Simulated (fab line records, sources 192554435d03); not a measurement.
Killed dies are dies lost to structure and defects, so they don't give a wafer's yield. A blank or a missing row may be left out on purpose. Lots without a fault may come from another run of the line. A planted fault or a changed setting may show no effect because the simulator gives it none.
A struck lot beside a sound one | flow n5_finfet | 26 steps out of a route of 1938
Sound: wafers L387.2, L387.4, L387.5. Struck: wafers L397.4, L397.5, L397.6. The cause comes at the end.
At each step with rows: each side's tool, then ch and its chambers, then its first start. Under that, the readings that differ: sound wafers | struck wafers | difference of the means | sigmas: that difference in standard deviations of wafers without a fault.
alike: readings whose means differ by less than 2 such deviations, and words and numbers that are the same on both sides. not compared: withheld readings, readings that some wafer has no value for, bounds like >300 that may hide the same value, and numbers for which the record gives no deviation and whose values overlap.
The two part at a step that has a row with sigmas, a row that says differs or no value, or rows on one side only. Numbers that don't overlap but have no deviation are shown without sigmas and don't part them. A reading that every wafer of one side lacks parts them only if that side has two wafers or more.

first, 9 steps without rows for these wafers: N5_FIN_SAQP_COAT_49 (time 60 s, resist thk 100 nm); N5_FIN_SAQP_COAT_50 (time 60 s, resist thk 35 nm); N5_FIN_SAQP_COAT_10 (resist thk 90 nm); N5_FIN_SAQP_EBR_12; N5_FIN_SAQP_SOFTBAKE_11 (time 60 s); N5_FIN_SAQP_EXPOSE_13 (exposes mask FIN CORE, target cd 35.6 nm); N5_FIN_SAQP_PEB_14 (peb time 60 s); N5_FIN_SAQP_DEVELOP_15 (develop time 30 s); N5_FIN_SAQP_DESCUM_21 (chemistry O2, time 7.9 s).
N5_FIN_SAQP_ETCH_51: etches SiARC in CF4, target depth 45.5 nm, time 75.8 s.
  sound on rie_diel-05 ch 0,3, day 2 03:47; struck on rie_diel-04 ch 2,3, day 4 16:30
  no value came back on the struck wafers for any of 8 readings (bias_w (W), cf4_flow_sccm (sccm) and others); on the sound wafers bias_w (W) reads 36.11 36.06 36.15
  reading                                       | sound           | struck           | difference | sigmas
  model.CAR-ArF_of_FIN_SAQP_COAT_10.thk_nm (nm) | 51.1 50.89 51.3 | 83.46 83.44 83.6 | +32.40     |
  not compared: rf_hours_counter_h
N5_FIN_SAQP_ETCH_52: etches SOC in N2/H2, target depth 100 nm, overetch 20 nm, time 150 s.
  sound on rie_diel-05 ch 0,3, day 2 03:52; struck on rie_diel-04 ch 2,3, day 4 16:33
  reading               | sound          | struck         | difference | sigmas
  oes_product_au (a.u.) | 0.76 0.61 0.75 | 0.28 0.28 0.29 | -0.42      | -6
  alike: bias_w, chamber_pressure_mTorr, drypump_motor_current_A, rf_vpp_V, showerhead_plenum_p_Torr, throttle_valve_pct
  not compared: rf_hours_counter_h
then, 1 step without rows for these wafers: N5_FIN_SAQP_STRIP_53 (strips in N2/H2).
N5_FIN_SAQP_HM_OPEN_73: chemistry CHF3/O2, target SiO2, stops on a-Si, target depth 12 nm, time 16.8 s.
  sound on rie_diel-05 ch 0,3, day 2 04:02; struck on rie_diel-04 ch 2,3, day 4 16:40
  reading               | sound          | struck         | difference | sigmas
  oes_product_au (a.u.) | 0.50 0.41 0.51 | 0.27 0.28 0.30 | -0.19      | -4
  alike: drypump_motor_current_A, oes_o_777_au, rf_vpp_V, showerhead_plenum_p_Torr, throttle_valve_pct
  not compared: rf_hours_counter_h
then, 1 step without rows for these wafers: N5_FIN_SAQP_STRIP_74 (strips in CHF3/O2).
N5_FIN_SAQP_MANDREL_ETCH_22: etches a-Si in HBr/Cl2, stops on SiNx, target depth 60 nm, bt time 10 s, time 30 s.
  sound on rie_si-01 ch 0,2,3, day 2 04:08; struck on rie_si-02 ch 0,1,3, day 4 16:44
  reading                | sound             | struck            | difference | sigmas
  oes_product_au (a.u.)  | 0.754 0.765 0.796 | 0.310 0.307 0.309 | -0.463     | -36
  throttle_valve_pct (%) | 35.3 35.6 34.7    | 35.8 36.1 36.5    | +0.9       | +3
  alike: HBr_flow_sccm, bias_w, drypump_motor_current_A
  not compared: rf_hours_counter_h
then, 5 steps without rows for these wafers: N5_FIN_SAQP_STRIP_55 (strips in N2/H2); N5_FIN_SAQP_STRIP_23 (strips in SPM, time 750 s); N5_FIN_SAQP_SRD_66 (time 30 s); N5_FIN_SAQP_RECESS_75 (chemistry HF/NH3, target SiO2, target depth 14.4 nm, afs cycles 3, sublimation time 60 s); N5_FIN_SAQP_SPACER1_ALD_24 (deposits SiO2, target thk 20.3 nm, pulse time 1 s, purge time 2 s).
N5_FIN_SAQP_SPACER1_ETCHBACK_25: etches SiO2 in CHF3/O2, target depth 24.4 nm, time 12.2 s.
  sound on rie_diel-05 ch 1,3, day 2 06:02; struck on rie_diel-01 ch 1,2,3, day 4 18:29
  reading               | sound          | struck         | difference | sigmas
  oes_product_au (a.u.) | 0.67 0.67 0.96 | 0.29 0.27 0.33 | -0.47      | -6
  alike: drypump_motor_current_A, oes_o_777_au, rf_vpp_V, showerhead_plenum_p_Torr, throttle_valve_pct
  not compared: rf_hours_counter_h
N5_FIN_SAQP_MANDREL1_REMOVE_56: chemistry HBr/Cl2/O2, target a-Si, stops on SiNx, bt time 10 s.
  sound on rie_si-04 ch 0,3, day 2 06:08; struck on rie_si-02 ch 1,2, day 4 18:35
  reading               | sound             | struck            | difference | sigmas
  oes_product_au (a.u.) | 0.997 0.990 1.000 | 0.374 0.376 0.386 | -0.617     | -39
  alike: drypump_motor_current_A, oes_o_777_au, throttle_valve_pct
  not compared: rf_hours_counter_h
N5_FIN_SAQP_CD_MEAS_27: target cd 20 nm.
  sound on cd_sem-03 ch 0, day 2 06:14; struck on cd_sem-01 ch 0, day 4 18:42
  reading    | sound             | struck | difference                    | sigmas
  cd_nm (nm) | 20.53 20.38 20.37 | - - -  | no value on the struck wafers |
then, 1 step without rows for these wafers: N5_FIN_SAQP_ETCH_57 (etches SiNx in CH3F/O2, target depth 32.5 nm, time 46.4 s).
N5_BEOL_M4_RC_MEAS_101:
  the record has rows for the sound wafers here (prober-02 ch 0, day 10 12:13) and none for the struck ones
-- the record jumps here: 13 days lie between the struck wafers' starts before and after (it left off in module BEOL_M4 and takes up again in module PASSIVATION, whose first step shown is number 1936 of the route) --
N5_PASSIVATION_PROBE_49:
  sound on prober-01, day 14 23:33; struck on prober-01, day 17 14:40
  reading                  | sound          | struck         | difference | sigmas
  defect_limited_yield (%) | 90.6 89.6 91.4 | 0 0 0          | -91        | -65
  killed_at_front_end      | 55 53 59       | 1137 1131 1118 | +1073      | +98
  killed_dies              | 111 123 102    | 1180 1180 1180 | +1068      | +63
  killed_on_rim            | 15 15 13       | 152 152 152    | +138       | +35
  sort_bin_5_function (%)  | 5.6 5.9 5.8    | 97.5 97.4 96.4 | +91.3      | +91
  sort_n_pass              | 1069 1057 1078 | 0 0 0          | -1068      | -56
  sort_yield_pct (%)       | 90.6 89.6 91.4 | 0 0 0          | -91        | -57
  alike: killed_at_M0_to_M3, killed_at_M4_up, killed_at_contacts, killed_at_other, killed_open, killed_short, sort_bin_6_memory

WHERE THEY PART
First at N5_FIN_SAQP_ETCH_51; last, within this record, at N5_PASSIVATION_PROBE_49.

WHY: what the simulator had put in
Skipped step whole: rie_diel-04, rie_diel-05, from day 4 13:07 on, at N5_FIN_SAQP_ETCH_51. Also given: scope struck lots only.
